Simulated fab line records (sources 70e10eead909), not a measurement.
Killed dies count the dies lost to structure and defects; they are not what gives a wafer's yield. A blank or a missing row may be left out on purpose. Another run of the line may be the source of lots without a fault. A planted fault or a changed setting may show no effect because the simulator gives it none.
Matching of chambers | flow nand_harc | NHARC_A_CONTACT_ETCH_91 on rie_diel-09: 4 sister chambers
The step etches the open film in CH3F/O2, target depth 40 nm, time 85.7 s. 33 wafers are shown with their chamber, then 12 later ones without.

== WAFERS PAIRED WITH THEIR CHAMBERS ==
wafer  | chamber | showerhead_plenum_p_Torr (Torr) | rf_vpp_V (V) | throttle_valve_pct (%)
L074.1 | 0       | 2.33                            | 241.0        | 20.663
L074.3 | 3       | 2.28                            | 241.2        | 20.667
L074.6 | 0       | 2.33                            | 243.3        | 20.659
L075.3 | 0       | 2.33                            | 242.5        | 20.669
L075.5 | 1       | 2.58                            | 245.6        | 20.663
L075.6 | 0       | 2.33                            | 242.2        | 20.656
L076.2 | 0       | 2.33                            | 242.6        | 20.672
L076.3 | 2       | 2.49                            | 244.3        | 20.691
L076.4 | 1       | 2.58                            | 244.9        | 20.653
L077.3 | 3       | 2.28                            | 241.3        | 20.670
L077.4 | 1       | 2.58                            | 244.7        | 20.650
L077.5 | 3       | 2.28                            | 241.2        | 20.652
L078.2 | 1       | 2.58                            | 246.4        | 20.664
L078.3 | 3       | 2.28                            | 243.0        | 20.664
L078.6 | 3       | 2.28                            | 241.4        | 20.661
L080.1 | 3       | 2.28                            | 240.0        | 20.671
L080.4 | 2       | 2.49                            | 244.1        | 20.683
L080.5 | 0       | 2.33                            | 242.8        | 20.655
L084.3 | 1       | 2.57                            | 246.4        | 20.669
L084.4 | 1       | 2.58                            | 246.2        | 20.663
L084.5 | 3       | 2.27                            | 241.2        | 20.667
L087.2 | 1       | 2.57                            | 245.8        | 20.674
L087.3 | 2       | 2.48                            | 244.1        | 20.671
L087.4 | 3       | 2.27                            | 242.2        | 20.666
L088.3 | 2       | 2.48                            | 244.2        | 20.658
L088.4 | 0       | 2.32                            | 242.9        | 20.659
L088.6 | 0       | 2.32                            | 240.9        | 20.688
L089.4 | 0       | 2.32                            | 241.9        | 20.653
L089.5 | 2       | 2.48                            | 244.3        | 20.663
L089.6 | 3       | 2.27                            | 240.5        | 20.660
L090.1 | 1       | 2.57                            | 246.8        | 20.659
L090.4 | 2       | 2.48                            | 244.0        | 20.666
L090.6 | 0       | 2.32                            | 242.5        | 20.664

SIGNATURES, as means of the wafers listed above
reading                  | chamber 0 | chamber 1 | chamber 2 | chamber 3 | scatter within a chamber
showerhead_plenum_p_Torr | 2.3260    | 2.5762    | 2.4833    | 2.2767    | 0.00512
rf_vpp_V                 | 242.260   | 245.850   | 244.167   | 241.333   | 0.734
throttle_valve_pct       | 20.66380  | 20.66187  | 20.67200  | 20.66422  | 0.00926
Rule: for a wafer and a chamber, the distance is found by dividing, reading by reading, the gap between the wafer's reading and the chamber's mean by the reading's scatter, squaring, summing and taking the root. The wafer belongs to the nearest chamber; if the next one is less than 2 further off, it can't be placed. How the scatter is found: for the shown wafers, subtract from each reading the mean of its chamber, square and add these, divide the total by (wafers less chambers), then take the root.

== WAFERS WHOSE CHAMBER IS MISSING ==
wafer  | showerhead_plenum_p_Torr (Torr) | rf_vpp_V (V) | throttle_valve_pct (%)
L091.2 | 2.27                            | 242.0        | 20.675
L091.3 | 2.48                            | 244.8        | 20.685
L091.5 | 2.32                            | 243.1        | 20.659
L094.2 | 2.66                            | 246.4        | 20.663
L094.3 | 2.48                            | 245.2        | 20.658
L094.5 | 2.48                            | 244.7        | 20.664
L097.3 | 2.66                            | 247.3        | 20.683
L097.5 | 2.48                            | 242.3        | 20.666
L097.6 | 2.66                            | 246.3        | 20.668
L096.2 | 2.57                            | 247.4        | 20.663
L096.3 | 2.66                            | 247.0        | 20.661
L096.6 | 2.32                            | 243.9        | 20.649

== WHICH CHAMBER EACH ONE RAN IN ==
wafer  | from the rows above | in truth
L091.2 | 3                   | 3
L091.3 | 2                   | 2
L091.5 | 0                   | 0
L094.2 | 1                   | 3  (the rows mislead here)
L094.3 | 2                   | 2
L094.5 | 2                   | 2
L097.3 | 1                   | 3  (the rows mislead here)
L097.5 | 2                   | 2
L097.6 | 1                   | 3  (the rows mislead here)
L096.2 | 1                   | 1
L096.3 | 1                   | 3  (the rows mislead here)
L096.6 | 0                   | 0
Correctly placed: 8 of 12. From these rows, 0 cannot be placed. Wrongly placed: 4.
